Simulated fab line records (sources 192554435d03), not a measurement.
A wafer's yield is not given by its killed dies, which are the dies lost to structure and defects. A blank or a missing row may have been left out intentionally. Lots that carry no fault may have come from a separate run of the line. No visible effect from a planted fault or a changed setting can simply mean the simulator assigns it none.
A lot that was struck, set against a sound lot ; flow n5 finfet ; 28 steps out of a route of 1938
Sound: these wafers, L683.1, L683.2, L683.6. Wafers struck: L690.1, L690.3, L690.6. The cause is named last.
Order at every step that has rows: each side's tool, ch and its chambers, its first start. Under that, the readings that differ: sound wafers ; struck wafers ; difference of the means ; sigmas: that difference in standard deviations of wafers without a fault.
alike: a reading whose means differ by less than 2 such deviations, as well as words and numbers matching on both sides. not compared: withheld readings; readings where some wafer has no value; bounds like >300 that might hide an equal value; numbers whose values overlap and for which the record gives no deviation.
A row with sigmas, a row that says differs or no value, or rows on one side alone: a step with any of these is where the two part. When numbers do not overlap yet have no deviation, they are printed without sigmas and do not part them. A reading missing from all wafers of one side parts the sides only when that side holds two or more wafers.

first, 9 steps without rows for these wafers: N5_MIM_BOT_LITHO_COAT_02; N5_MIM_BOT_LITHO_EBR_04; N5_MIM_BOT_LITHO_SOFTBAKE_03 (time 90 s); N5_MIM_BOT_LITHO_EXPOSE_05 (exposes mask MIM BOT); N5_MIM_BOT_LITHO_PEB_06; N5_MIM_BOT_LITHO_DEVELOP_07 (develop time 60 s); N5_MIM_BOT_LITHO_HARDBAKE_09 (time 120 s); N5_MIM_BOT_LITHO_DESCUM_10 (chemistry O2, time 7.9 s); N5_MIM_BOT_ETCH_ETCH_04 (etches SiNx in CF4/O2, target depth 26 nm, time 13 s).
N5_MIM_BOT_ETCH_ETCH_03: etches the open film in Cl2/BCl3, target depth 12 nm.
  sound on rie metal-01 ch 0,1, day 16 20:08; struck on rie metal-01 ch 0, day 17 03:06
  alike: oes product au, throttle valve pct
  not compared: rf hours counter h
then, 15 steps without rows for these wafers: N5_MIM_BOT_ETCH_ETCH_00 (etches TiN in Cl2/BCl3, target depth 45.5 nm); N5_MIM_BOT_ETCH_STRIP_01 (strips in O2); N5_MIM_BOT_ETCH_STRIP_02 (strips in post etch residue remover, time 1200 s); N5_MIM_BOT_ETCH_CLEAN_05 (cleans in IPA, time 180 s); N5_MIM_BOT_ETCH_SRD_06 (time 30 s); N5_PASSIVATION_PECVD_55 (deposits SiO2 from SiH4/N2O, target thk 400 nm, time 22.5 s); N5_PASSIVATION_PECVD_01 (deposits SiNx from SiH4/NH3/N2, target thk 200 nm, time 43.2 s); N5_PASSIVATION_HMDS_03 (time 60 s); N5_PASSIVATION_COAT_04; N5_PASSIVATION_EBR_06; N5_PASSIVATION_SOFTBAKE_05 (time 90 s); N5_PASSIVATION_EXPOSE_07 (exposes mask TV, defocus 0 nm, target cd 3000 nm); N5_PASSIVATION_PEB_08; N5_PASSIVATION_DEVELOP_09 (develop time 60 s); N5_PASSIVATION_HARDBAKE_11 (time 120 s).
N5_PASSIVATION_INSPECT_61: inspects for defects (macro).
  sound on defect inspect-02, day 16 23:07; struck on defect inspect-01, day 17 04:22
reading;sound;struck;difference;sigmas
raw defect count;3 2 0;>300 >300 >300;differs;
then, 1 step without rows for these wafers: N5_PASSIVATION_DESCUM_12 (chemistry O2, time 7.9 s).
N5_PASSIVATION_PROBE_49:
  sound on prober-02, day 17 06:17; struck on prober-02, day 17 11:29
reading;sound;struck;difference;sigmas
defect limited yield (%);91.9 92.6 89.7;82.4 85.9 84.6;-7.1;-5
killed at other;4 3 2;85 87 82;+82;+30
killed dies;95 87 122;208 166 182;+84;+5
killed on rim;15 15 7;31 34 28;+19;+4
sort_bin_5_function (%);4.7 3.7 5.4;10.7 8.1 8.5;+4.5;+5
sort n pass;1085 1093 1058;972 1014 998;-84;-4
sort yield pct (%);91.9 92.6 89.7;82.4 85.9 84.6;-7.1;-4
  alike: killed_at_M0_to_M3, killed_at_M4_up, killed at contacts, killed at front end, killed open, killed short, sort_bin_6_memory, sort_bin_8_speed

== WHERE THEY PART ==
At N5_PASSIVATION_INSPECT_61 first; at N5_PASSIVATION_PROBE_49 last (within this record only).

WHY: what had been put in by the simulator
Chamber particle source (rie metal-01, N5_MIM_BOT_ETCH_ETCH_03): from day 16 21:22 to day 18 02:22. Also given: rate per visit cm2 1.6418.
